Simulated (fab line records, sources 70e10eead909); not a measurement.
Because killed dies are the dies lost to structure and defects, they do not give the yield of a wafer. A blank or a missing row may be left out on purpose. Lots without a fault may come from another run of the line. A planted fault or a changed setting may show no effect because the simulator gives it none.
Problem report, 8D (eight disciplines) form, completed by code + flow nand harc + the parts of the form that need people (team, actions taken, sign-off) are left out

## 1. THE PROBLEM
killed at array at NHARC_END_SORT_01 reads a mean of 674 on 6 wafers of 2 lots; wafers without a fault read 27 with a standard deviation of 11. Measured from the usual mean, that is +59 standard deviations.
First observed at day 22 02:30: wafer L609.1, on prober-02. The record holds 36 wafers of 12 lots with a number at this step. The rule behind "out" and "out of limits": a value lying over 4 standard deviations away from the usual mean. The other wafers with a number count as sound.

## 2. WHAT IT IS, WHAT IT ISN'T
| question                    | is                           | is not                                                                                             |
|-----------------------------|------------------------------|----------------------------------------------------------------------------------------------------|
| which readings at this step | killed at array, killed dies | killed at other, killed at periphery, killed open, killed short                                    |
| which lots                  | L608, L609                   | L597, L599, L600, L603, L615, L616, L617, L618, L619, L620                                         |
| which wafers of those lots  | all that have a number       | -                                                                                                  |
| read on which gauges        | prober-01, prober-02         | -                                                                                                  |
| when                        | from day 22 02:30            | up to then (12 sound wafers); but 18 sound wafers of L615, L616, L617, L618, L619, L620 came after |

## 3. SUSPECTS, AND WHAT RULES EACH OUT
Counting: a tool stays on the suspect list if, at a process step up to the reading, it processed all lots that are out and no sound lot following the first of them.
- the gauge at NHARC_END_SORT_01 is ruled out. Those wafers that are out were read across 2 gauges (prober-01, prober-02).
- rie diel-03 at NHARC_A_CHANNEL_HOLE_D1_ETCH_44 (etches the open film in CF4/O2, target depth 140 nm, overetch 14 nm, time 77 s): ruled out as a lasting fault. Following L609 (day 11 21:39), the first lot on it that is out, the sound lots L618, L619 were run on it.
- rie diel-03 at NHARC_A_CHANNEL_HOLE_D1_STRIP_27 (strips in O2): ruled out as a lasting fault. Following L609 (day 11 22:26), the first lot on it that is out, the sound lots L618, L619 were run on it. Because NHARC_A_CHANNEL_HOLE_D1_STRIP_27 lacks a start for some lots, the hours and order of its lots are taken from NHARC_A_CHANNEL_HOLE_D1_CD_MEAS_30.
Left after counting: nothing in the record.

## 4. THE CAUSE (what the simulator had put in)
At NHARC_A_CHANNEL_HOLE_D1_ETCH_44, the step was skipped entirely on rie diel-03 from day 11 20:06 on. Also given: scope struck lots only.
The count ruled it out by mistake, since the rule takes a fault to strike every lot its tool runs from the start of the fault on, and this one did not do so.

## 5. SEQUENCE OF EFFECTS, ordered by route
Rows list readings where the struck wafers' mean (over those with a number) sits beyond 3 standard deviations from the usual. Scope: only readings with a usual standard deviation given in the record; hours: median across lots of the time from each lot's start at the first step in this table that gives one to its start at this step; sigmas: change in usual standard deviations.
| hours | step              | reading         | usual | on struck wafers | change | sigmas |
|-------|-------------------|-----------------|-------|------------------|--------|--------|
| 0     | NHARC_END_SORT_01 | killed at array | 27    | 674              | +647   | +59    |
| 0     | NHARC_END_SORT_01 | killed dies     | 30    | 677              | +647   | +59    |
Readings that are blank on the struck wafers while sound wafers have them: bias w at NHARC_A_CHANNEL_HOLE_D1_ETCH_44; cf4 flow sccm at NHARC_A_CHANNEL_HOLE_D1_ETCH_44; drypump motor current A at NHARC_A_CHANNEL_HOLE_D1_ETCH_44; o2 flow sccm at NHARC_A_CHANNEL_HOLE_D1_ETCH_44; oes product au at NHARC_A_CHANNEL_HOLE_D1_ETCH_44; rf vpp V at NHARC_A_CHANNEL_HOLE_D1_ETCH_44; showerhead plenum p Torr at NHARC_A_CHANNEL_HOLE_D1_ETCH_44; throttle valve pct at NHARC_A_CHANNEL_HOLE_D1_ETCH_44.

## 6. HOW IT WOULD HAVE BEEN CAUGHT EARLIER
246 hours passed between the start of the fault at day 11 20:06 and the first reading out of limits at a measuring or inspecting step in this record, taken at day 22 02:30.
At NHARC_A_CHANNEL_HOLE_D1_ETCH_44 the tool's readings are blank on the struck wafers, where sound wafers have them: an empty tool record is the first sign, and it was there at once.
